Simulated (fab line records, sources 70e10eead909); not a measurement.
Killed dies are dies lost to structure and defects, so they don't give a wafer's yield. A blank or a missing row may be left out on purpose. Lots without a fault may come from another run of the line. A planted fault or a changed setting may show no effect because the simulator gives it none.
Chamber matching | flow nand_harc | NHARC_P_M2_ETCH_35 on rie_diel-09: 4 sister chambers
The step etches the open film in N2/H2, target depth 40 nm, overetch 12 nm, time 43.94 s. 24 wafers are shown with their chamber, then 12 later ones without.

WAFERS WITH THEIR CHAMBER
wafer  | chamber | drypump_motor_current_A (A) | rf_vpp_V (V) | oes_product_au (a.u.)
L074.3 | 1       | 5.5                         | 430.1        | 0.994
L074.4 | 2       | 5.5                         | 429.0        | 0.990
L074.5 | 1       | 5.5                         | 428.4        | 0.993
L076.2 | 0       | 6.4                         | 434.1        | 1.001
L076.3 | 3       | 6.3                         | 430.0        | 1.014
L076.6 | 1       | 5.4                         | 428.5        | 1.003
L080.2 | 0       | 6.3                         | 434.1        | 0.992
L080.5 | 1       | 5.4                         | 429.2        | 0.982
L080.6 | 2       | 5.5                         | 428.8        | 0.987
L084.1 | 1       | 5.4                         | 429.8        | 0.984
L084.3 | 0       | 6.4                         | 434.2        | 0.992
L084.4 | 2       | 5.5                         | 428.8        | 0.999
L087.2 | 1       | 5.4                         | 428.6        | 0.992
L087.4 | 0       | 6.3                         | 434.5        | 0.987
L087.5 | 3       | 6.3                         | 429.1        | 1.022
L088.1 | 1       | 5.4                         | 428.3        | 0.987
L088.3 | 0       | 6.4                         | 433.2        | 0.986
L088.6 | 3       | 6.3                         | 430.8        | 1.009
L086.2 | 0       | 6.3                         | 432.4        | 0.999
L086.3 | 2       | 5.5                         | 428.7        | 1.003
L086.5 | 2       | 5.5                         | 428.9        | 1.008
L085.1 | 1       | 5.4                         | 429.0        | 0.987
L085.2 | 0       | 6.4                         | 432.8        | 0.994
L085.3 | 2       | 5.5                         | 429.4        | 1.001

SIGNATURES (means of the wafers above)
reading                 | chamber 0 | chamber 1 | chamber 2 | chamber 3 | scatter within a chamber
drypump_motor_current_A | 6.357     | 5.425     | 5.500     | 6.300     | 0.0401
rf_vpp_V                | 433.614   | 428.988   | 428.933   | 429.967   | 0.664
oes_product_au          | 0.99300   | 0.99025   | 0.99800   | 1.01500   | 0.00674
Rule: a wafer's distance from a chamber is the root of the sum, over the readings, of the square of ((its reading less the chamber's mean) divided by the reading's scatter). The wafer belongs to the nearest chamber; if the next one is less than 2 further off, it can't be placed. The scatter: the root of (the sum of the squares of (reading less its chamber's mean) over the shown wafers, divided by (wafers less chambers)).

WAFERS WITHOUT THEIR CHAMBER
wafer  | drypump_motor_current_A (A) | rf_vpp_V (V) | oes_product_au (a.u.)
L091.3 | 6.3                         | 431.3        | 1.001
L091.4 | 6.4                         | 433.7        | 0.976
L091.5 | 5.4                         | 429.9        | 0.983
L093.1 | 6.3                         | 429.8        | 1.005
L093.3 | 5.5                         | 427.9        | 0.991
L093.5 | 5.6                         | 429.5        | 0.992
L094.1 | 6.3                         | 432.6        | 0.967
L094.3 | 5.4                         | 429.3        | 0.981
L094.6 | 6.3                         | 430.0        | 1.004
L096.2 | 5.5                         | 428.7        | 0.986
L096.4 | 5.5                         | 429.5        | 0.995
L096.5 | 6.3                         | 433.3        | 0.987

WHICH CHAMBER EACH WENT THROUGH
wafer  | from the rows above     | in truth
L091.3 | can't be placed: 3 or 0 | 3
L091.4 | 0                       | 0
L091.5 | can't be placed: 1 or 2 | 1
L093.1 | 3                       | 3
L093.3 | can't be placed: 2 or 1 | 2
L093.5 | can't be placed: 2 or 1 | 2
L094.1 | 0                       | 0
L094.3 | 1                       | 1
L094.6 | 3                       | 3
L096.2 | can't be placed: 2 or 1 | 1
L096.4 | can't be placed: 2 or 1 | 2
L096.5 | 0                       | 0
Placed correctly: 6 of 12. Can't be placed from these rows: 6 (the true chamber is among the candidates in 6). Placed wrongly: 0.
